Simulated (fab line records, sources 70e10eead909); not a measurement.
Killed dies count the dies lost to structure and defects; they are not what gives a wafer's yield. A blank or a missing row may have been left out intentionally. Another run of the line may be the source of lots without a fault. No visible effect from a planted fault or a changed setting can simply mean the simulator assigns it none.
Struck lot and sound lot, side by side || flow nandHarc || 14 out of 1302 route steps
Sound: these wafers, L529.1, L529.5, L529.6. The struck wafers were L530.1, L530.2, L530.4. The cause is named last.
At each step with rows: each side's tool, then ch and its chambers, then its first start. Under that, the readings that differ: sound wafers || struck wafers || difference of the means || sigmas: that difference in standard deviations of wafers without a fault.
alike: readings with means less than 2 such deviations apart, plus words and numbers identical on both sides. not compared: withheld readings, readings lacking a value on some wafer, bounds such as >300 that could conceal the same value, and numbers that have no deviation in the record and whose values overlap.
The two part at a step that has a row with sigmas, a row that says differs or no value, or rows on one side only. When numbers do not overlap yet have no deviation, they are printed without sigmas and do not part them. A reading that every wafer of one side lacks parts them only if that side has two wafers or more.

first, 7 steps without rows for these wafers: NHARC_A_STAIRCASE_COAT_283; NHARC_A_STAIRCASE_SOFTBAKE_284 (time 170 s); NHARC_A_STAIRCASE_EBR_285; NHARC_A_STAIRCASE_EXPOSE_286 (exposes mask CHOP 100); NHARC_A_STAIRCASE_PEB_287 (peb time 130 s); NHARC_A_STAIRCASE_DEVELOP_288 (time 140 s); NHARC_A_STAIRCASE_HARDBAKE_290 (time 140 s).
NHARC_A_STAIRCASE_DESCUM_291: chemistry O2, time 3 s.
  sound on rieDiel-12 ch 0,2,3, day 18 22:16; struck on rieDiel-08 ch 0,2,3, day 19 21:35
  alike: chamberPressureMTorr, drypumpMotorCurrentA, oesProductAu, rfVppV, showerheadPlenumPTorr, throttleValvePct
  not compared: rfHoursCounterH
NHARC_A_STAIRCASE_ETCH_292: etches the open film in CF4/CHF3.
  sound on rieDiel-12 ch 0,1,2, day 18 22:29; struck on rieDiel-08 ch 1,2,3, day 19 21:41
  alike: biasW, cf4FlowSccm, chamberPressureMTorr, drypumpMotorCurrentA, oesProductAu, rfFwdPowerW, rfVppV, showerheadPlenumPTorr, throttleValvePct
  not compared: rfHoursCounterH
NHARC_A_STAIRCASE_HM_OPEN_460: chemistry O2/COS.
  sound: rieDiel-12 ch 0,3; struck: rieDiel-08 ch 1,2,3
  alike: chamberPressureMTorr, drypumpMotorCurrentA, oesProductAu, rfFwdPowerW, rfVppV, showerheadPlenumPTorr, throttleValvePct
  not compared: rfHoursCounterH
then, 1 step without rows for these wafers: NHARC_A_STAIRCASE_STRIP_461 (strips in O2/COS).
NHARC_A_STAIRCASE_ETCH_452: etches the open film in CF4/O2, target depth 30 nm, overetch 3 nm, time 16.5 s.
  sound on rieDiel-12 ch 0,2,3, day 18 23:24; struck on rieDiel-08 ch 0,1,2, day 19 22:07
  no value came back on the struck wafers for any of 10 readings (biasW (W), cf4FlowSccm (sccm) and others); on the sound wafers biasW (W) reads 100.13 100.32 99.73
  not compared: rfHoursCounterH
NHARC_A_STAIRCASE_ETCH_294: etches the open film in C4F8/O2/Ar, target depth 4989 nm, time 1211.6 s.
  sound: rieDiel-12 ch 0,2,3; struck: rieDiel-08 ch 1,2,3
  alike: biasW, chamberPressureMTorr, oesProductAu, rfFwdPowerW, rfVppV
  not compared: rfHoursCounterH
-- jump in the record: it breaks off in module A_STAIRCASE and resumes in module END (first step shown: number 1302 of the route), and 8 days separate the struck wafers' starts before and after --
NHARC_END_SORT_01:
  only the struck wafers appear in the record here, on prober-01 ch 0 at day 27 17:01; the sound ones have no rows

WHERE THEY PART
At NHARC_A_STAIRCASE_ETCH_452 first; at NHARC_END_SORT_01 last (within this record only).

WHY: the cause the simulator had injected
At NHARC_A_STAIRCASE_ETCH_452, the step was skipped entirely on rieDiel-08 from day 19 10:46 on. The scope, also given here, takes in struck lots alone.
